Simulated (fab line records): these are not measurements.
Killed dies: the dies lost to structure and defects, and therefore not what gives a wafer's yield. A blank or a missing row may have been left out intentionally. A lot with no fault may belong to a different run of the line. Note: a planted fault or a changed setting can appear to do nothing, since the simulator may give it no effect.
What tool caused it? :: flow nand-harc :: 36 wafers from 12 lots sampled at 4 of the route's 1159 steps

WHAT EACH GAUGE READ, for each wafer
NHARC_A_SGD_CUT_OVL_MEAS_10.
lot: L075
measured: day 13 16:37
on: overlay-02
overlay-x-nm (nm): -0.8 -0.7 -0.2

lot: L077
measured: day 14 04:29
on: overlay-02
overlay-x-nm (nm): 0.9 1.3 1.3

lot: L078
measured: day 14 19:38
on: overlay-01
overlay-x-nm (nm): -0.6 -0.8 -0.4

lot: L080
measured: day 15 19:59
on: overlay-01
overlay-x-nm (nm): 0.2 -0.4 0.1

lot: L083
measured: day 16 12:58
on: overlay-02
overlay-x-nm (nm): 0.2 0.4 0.1

lot: L084
measured: day 16 12:05
on: overlay-02
overlay-x-nm (nm): -1.5 -1.2 -1.1

lot: L086
measured: day 17 11:26
on: overlay-02
overlay-x-nm (nm): 0.0 0.1 0.0

lot: L089
measured: day 17 10:48
on: overlay-02
overlay-x-nm (nm): 0.3 0.7 0.7

lot: L091
measured: day 17 23:38
on: overlay-02
overlay-x-nm (nm): -0.1 -0.4 0.0

lot: L093
measured: day 18 16:42
on: overlay-01
overlay-x-nm (nm): 0.2 0.7 0.9

lot: L095
measured: day 19 02:01
on: overlay-01
overlay-x-nm (nm): -1.4 -1.4 -1.3

lot: L097
measured: day 19 19:30
on: overlay-01
overlay-x-nm (nm): 1.3 0.8 1.1

WHAT TOOL EACH LOT RAN ON (gives the tool, then ch and the chambers of the sampled wafers, and finally the start)
lot: L075
NHARC_A_STAIRCASE_DESCUM_312: rie-diel-06 ch 0,1,2, day 11 19:05
NHARC_A_STAIRCASE_CMP_450: cmp-02 ch 0,1,2, day 13 14:04
NHARC_A_STAIRCASE_STRIP_475: rie-diel-06 ch 0,1,2, day 13 16:37 or earlier

lot: L077
NHARC_A_STAIRCASE_DESCUM_312: rie-diel-13 ch 0,1,3, day 12 05:20
NHARC_A_STAIRCASE_CMP_450: cmp-02 ch 1,2, day 14 01:38
NHARC_A_STAIRCASE_STRIP_475: rie-diel-13 ch 0,1,2, day 14 04:29 or earlier

lot: L078
NHARC_A_STAIRCASE_DESCUM_312: rie-diel-01 ch 2,3, day 12 21:13
NHARC_A_STAIRCASE_CMP_450: cmp-04 ch 2,3, day 14 16:46
NHARC_A_STAIRCASE_STRIP_475: rie-diel-06 ch 0,2,3, day 14 19:38 or earlier

lot: L080
NHARC_A_STAIRCASE_DESCUM_312: rie-diel-01 ch 0,1,3, day 13 15:27
NHARC_A_STAIRCASE_CMP_450: cmp-02 ch 0,1,2, day 15 17:17
NHARC_A_STAIRCASE_STRIP_475: rie-diel-13 ch 0,1,3, day 15 19:59 or earlier

lot: L083
NHARC_A_STAIRCASE_DESCUM_312: rie-diel-13 ch 2,3, day 14 09:46
NHARC_A_STAIRCASE_CMP_450: cmp-04 ch 1,2,3, day 16 10:26
NHARC_A_STAIRCASE_STRIP_475: rie-diel-01 ch 0,1, day 16 12:58 or earlier

lot: L084
NHARC_A_STAIRCASE_DESCUM_312: rie-diel-01 ch 0,1,2, day 14 17:46
NHARC_A_STAIRCASE_CMP_450: cmp-03 ch 0,3, day 16 09:25
NHARC_A_STAIRCASE_STRIP_475: rie-diel-01 ch 0,1, day 16 12:05 or earlier

lot: L086
NHARC_A_STAIRCASE_DESCUM_312: rie-diel-01 ch 0,2, day 15 05:53
NHARC_A_STAIRCASE_CMP_450: cmp-02 ch 0,1,3, day 17 08:53
NHARC_A_STAIRCASE_STRIP_475: rie-diel-13 ch 0,2, day 17 11:26 or earlier

lot: L089
NHARC_A_STAIRCASE_DESCUM_312: rie-diel-06 ch 0,2, day 15 09:14
NHARC_A_STAIRCASE_CMP_450: cmp-04 ch 1,2,3, day 17 08:13
NHARC_A_STAIRCASE_STRIP_475: rie-diel-01 ch 1,2, day 17 10:48 or earlier

lot: L091
NHARC_A_STAIRCASE_DESCUM_312: rie-diel-01 ch 0,2,3, day 15 23:54
NHARC_A_STAIRCASE_CMP_450: cmp-03 ch 1,2,3, day 17 20:52
NHARC_A_STAIRCASE_STRIP_475: rie-diel-13 ch 0,1,2, day 17 23:38 or earlier

lot: L093
NHARC_A_STAIRCASE_DESCUM_312: rie-diel-13 ch 0,1,2, day 16 13:56
NHARC_A_STAIRCASE_CMP_450: cmp-02 ch 1,2,3, day 18 13:38
NHARC_A_STAIRCASE_STRIP_475: rie-diel-13 ch 0,1,2, day 18 16:42 or earlier

lot: L095
NHARC_A_STAIRCASE_DESCUM_312: rie-diel-06 ch 0,1,2, day 17 00:07
NHARC_A_STAIRCASE_CMP_450: cmp-02 ch 0,1, day 18 23:15
NHARC_A_STAIRCASE_STRIP_475: rie-diel-01 ch 1,2, day 19 02:01 or earlier

lot: L097
NHARC_A_STAIRCASE_DESCUM_312: rie-diel-06 ch 1,3, day 17 19:16
NHARC_A_STAIRCASE_CMP_450: cmp-02 ch 0,3, day 19 16:58
NHARC_A_STAIRCASE_STRIP_475: rie-diel-01 ch 0,2,3, day 19 19:30 or earlier
- NHARC_A_STAIRCASE_DESCUM_312: chemistry O2, time 3 s.
- NHARC_A_STAIRCASE_CMP_450: polishes SiO2, target thk 200 nm.
- NHARC_A_STAIRCASE_STRIP_475: strips in O2, time 20 s.

THE ANSWER, worked out from the rows above alone
Rule: what is usual is taken from the lots themselves. The widest of any qualifying gaps counts: lots, ordered by their means at a reading, are off when they make up no more than a third of the lots, leave a main group of 4 or more, and stand apart from it by 3 or more times the standard deviation of that group's means. A main group is skipped when, at the precision printed for the reading in the tables above, its means are all equal. A lot without any number at a reading at which 4 lots or more have one is off too. Where the step has rows for the other lots, those lots are counted as sound.
None of the lots is off at any reading shown; this tells nothing.

WHAT THE SIMULATOR HAD PUT IN
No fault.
